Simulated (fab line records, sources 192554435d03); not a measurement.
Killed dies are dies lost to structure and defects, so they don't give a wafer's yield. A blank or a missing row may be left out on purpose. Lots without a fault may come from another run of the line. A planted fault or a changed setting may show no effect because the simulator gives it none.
Which tool did it? | flow n5_finfet | 11 lots, 31 wafers sampled, at 1 step of a route of 1938

WHAT THE GAUGES READ, wafer by wafer
N5_BEOL_M9_OVL_MEAS_12.
lot  | measured     | on         | M9_OVL (nm)
L378 | day 10 06:39 | overlay-02 | 0.1 0.2 0.2
L380 | day 10 08:29 | overlay-02 | 0.3 -0.5 0.8
L384 | day 11 03:52 | overlay-02 | 0.6 0.2 0.8
L383 | day 11 05:46 | overlay-02 | 0.5 0.4 0.4
L385 | day 11 11:27 | overlay-02 | -0.2 -1.5 -0.4
L390 | day 12 12:02 | overlay-02 | 0.2 0.5
L392 | day 13 14:35 | overlay-02 | -0.9 0.4
L396 | day 13 23:46 | overlay-02 | -0.8 0.7 -1.2
L395 | day 14 08:37 | overlay-02 | 0.9 0.2 1.0
L398 | day 15 02:19 | overlay-01 | 1.6 1.0 0.3
L401 | day 15 23:56 | overlay-02 | -0.4 -0.4 -0.1

WHICH TOOL RAN EACH LOT (tool, then ch and the chambers of the sampled wafers, then the start)
The record holds no process step before these readings.

THE ANSWER, worked out from the rows above alone
Rule: what is usual is taken from the lots themselves. Put in order of their means at a reading, lots are off if they are a third of the lots or fewer, leave a main group of 4 or more, and stand apart from it by a gap of 3 or more times the standard deviation of the main group's means; of several such gaps the widest counts. A main group whose means are all the same, to the digits that the tables above print for the reading, isn't used. A lot without any number at a reading at which 4 lots or more have one is off too. The other lots that the step has rows for count as sound.
No lot is off at any reading shown: from this, nothing can be told.

WHAT THE SIMULATOR HAD PUT IN
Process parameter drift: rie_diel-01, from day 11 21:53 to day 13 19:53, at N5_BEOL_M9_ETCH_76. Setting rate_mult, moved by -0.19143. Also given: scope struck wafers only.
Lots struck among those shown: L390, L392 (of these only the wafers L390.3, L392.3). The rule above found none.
